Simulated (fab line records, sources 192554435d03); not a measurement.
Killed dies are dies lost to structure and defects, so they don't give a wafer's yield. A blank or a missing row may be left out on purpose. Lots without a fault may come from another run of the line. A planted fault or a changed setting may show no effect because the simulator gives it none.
A struck lot beside a sound one | flow n5_finfet | 41 steps out of a route of 1938
Sound: wafers L401.1, L401.2, L401.6. Struck: wafer L417.3. (L417.2, L417.4 of the same lot were not struck and are left out.) The cause comes at the end.
At each step with rows: each side's tool, then ch and its chambers, then its first start. Under that, the readings that differ: sound wafers | struck wafers | difference of the means | sigmas: that difference in standard deviations of wafers without a fault.
alike: readings whose means differ by less than 2 such deviations, and words and numbers that are the same on both sides. not compared: withheld readings, readings that some wafer has no value for, bounds like >300 that may hide the same value, and numbers for which the record gives no deviation and whose values overlap.
The two part at a step that has a row with sigmas, a row that says differs or no value, or rows on one side only. Numbers that don't overlap but have no deviation are shown without sigmas and don't part them. A reading that every wafer of one side lacks parts them only if that side has two wafers or more.

first, 4 steps without rows for these wafers: N5_BEOL_M0_CUTY_ETCH_62 (etches SiARC in CF4, time 58.5 s); N5_BEOL_M0_CUTY_ETCH_63 (etches SOC in N2/H2, target depth 82.7 nm, overetch 16.5 nm, time 124 s); N5_BEOL_M0_CUTY_STRIP_64 (strips in N2/H2); N5_BEOL_M0_ETCH_138 (etches SiCN in CH3F/O2, target depth 12 nm, time 31.6 s).
N5_BEOL_M0_HM_OPEN_105: chemistry Cl2/BCl3, target TiN, target depth 12 nm.
  sound on rie_metal-03 ch 0,1, day 6 19:09; struck on rie_metal-03 ch 0, day 10 15:49
  alike: drypump_motor_current_A, oes_product_au, throttle_valve_pct
  not compared: rf_hours_counter_h
then, 4 steps without rows for these wafers: N5_BEOL_M0_STRIP_140 (strips in CF4); N5_BEOL_M0_STRIP_104 (strips in N2/H2); N5_BEOL_M0_WET_ETCH_106 (etches SiO2 in DHF, target depth 130 nm, rinse time 30 s); N5_BEOL_M0_ETCH_128 (etches SiCN in CF4/N2, target depth 12 nm, overetch 5.1 nm, time 21.4 s).
N5_BEOL_M0_TRENCH_ETCH_107: etches SiOC in C4F6/O2, target depth 32.8 nm, time 16.4 s.
  sound on rie_diel-04 ch 0,1, day 6 20:07; struck on rie_diel-01 ch 3, day 10 16:11
  alike: drypump_motor_current_A, oes_product_au, rf_vpp_V, showerhead_plenum_p_Torr, throttle_valve_pct
  not compared: rf_hours_counter_h
then, 1 step without rows for these wafers: N5_BEOL_M0_STRIP_142 (strips in N2/H2, time 10 s).
N5_BEOL_M0_OCD_MEAS_108:
  sound on ocd-02, day 6 20:14; struck on ocd-01, day 10 16:18
  alike: trench_depth_nm
N5_BEOL_M0_HM_STRIP_129: strips TiN in peroxide tin strip, target depth 17 nm, time 108 s.
  sound on wet_bench-04 ch 1,2,6, day 6 20:16; struck on wet_bench-04 ch 3,4,7, day 10 16:20
then, 10 steps without rows for these wafers: N5_BEOL_M0_SRD_130 (time 30 s); N5_BEOL_M0_ETCH_109 (etches SiCN in CH3F/O2, target depth 8 nm, overetch 2.4 nm, time 27.4 s); N5_BEOL_M0_STRIP_139 (strips in post etch residue remover, time 60 s); N5_BEOL_M0_SRD_111 (time 30 s); N5_BEOL_M0_DEGAS_112 (time 60 s); N5_BEOL_M0_PRE_CLEAN_113 (time 30 s); N5_BEOL_M0_ALD_136 (deposits TaN, pulse time 2 s, purge time 3 s, co reactant purge time 2 s); N5_BEOL_M0_SURFACE_TREAT_137; N5_BEOL_M0_CVD_115 (deposits Co from CCTBA/H2, time 120 s); N5_BEOL_M0_SPUTTER_116 (material Cu, target thk 4 nm, time 7.37 s).
N5_BEOL_M0_ANNEAL_117: time 60 s.
  sound on pvd_sputter-01, day 6 21:27; struck on pvd_sputter-02, day 10 20:03
  alike: heater_power_w, susceptor_temp_C_max
then, 7 steps without rows for these wafers: N5_BEOL_M0_SPUTTER_132 (material Cu, target thk 4 nm, time 7.37 s); N5_BEOL_M0_ANNEAL_133 (time 60 s); N5_BEOL_M0_SPUTTER_134 (material Cu, target thk 4 nm, time 7.37 s); N5_BEOL_M0_ANNEAL_135 (time 60 s); N5_BEOL_M0_SPUTTER_141 (material Cu, target thk 4 nm, time 7.37 s); N5_BEOL_M0_ECD_118 (material Cu, target thk 300 nm); N5_BEOL_M0_ANNEAL_119 (time 90 s).
N5_BEOL_M0_CMP_120: polishes, stops on SiOC, t overpolish 6.9 s.
  sound on cmp-04 ch 0,1,3, day 6 22:48; struck on cmp-03 ch 3, day 10 20:49
  alike: barrier_field_endpoint_s, motor_current_A, overpolish_run_s, time_to_endpoint_s
N5_BEOL_M0_PRE_CLEAN_131: time 15 s.
  sound on cvd_co-02 ch 0,1,2, day 6 23:04; struck on cvd_co-02 ch 2, day 10 21:10
  alike: heater_power_w
  not compared: since_wet_clean_h
then, 3 steps without rows for these wafers: N5_BEOL_M0_CO_CAP_123 (material Co, precursor CCTBA/H2, target thk 2 nm, time 102.1 s); N5_BEOL_M0_PRE_CLEAN_124 (time 15 s); N5_BEOL_M0_DEP_125 (deposits SiCN from 3MS/NH3, target thk 8 nm, time 14 s).
N5_BEOL_M0_RS_MEAS_126: measures by four-point-probe.
  sound on film_metro-01, day 6 23:17; struck on film_metro-01, day 10 21:23
  alike: M0_RS
then, 1 step without rows for these wafers: N5_BEOL_M1_ILD_DEP_00 (deposits SiOC from DEMS/O2, target thk 79 nm, time 15.3 s).
N5_BEOL_M1_THK_MEAS_01:
  sound on film_metro-02, day 6 23:25; struck on film_metro-01, day 10 21:31
  alike: M1_ILD_THK
then, 1 step without rows for these wafers: N5_BEOL_M1_PECVD_72 (deposits SiO2 from TEOS/O2, target thk 16 nm, time 18 s).
-- the record jumps here: 6 days lie between the struck wafers' starts before and after (it left off in module BEOL_M1 and takes up again in module PASSIVATION, whose first step shown is number 1936 of the route) --
N5_PASSIVATION_PROBE_49:
  the record has rows for the struck wafers here (prober-01, day 16 15:37) and none for the sound ones

WHERE THEY PART
Only at N5_PASSIVATION_PROBE_49, within this record.

WHY: what the simulator had put in
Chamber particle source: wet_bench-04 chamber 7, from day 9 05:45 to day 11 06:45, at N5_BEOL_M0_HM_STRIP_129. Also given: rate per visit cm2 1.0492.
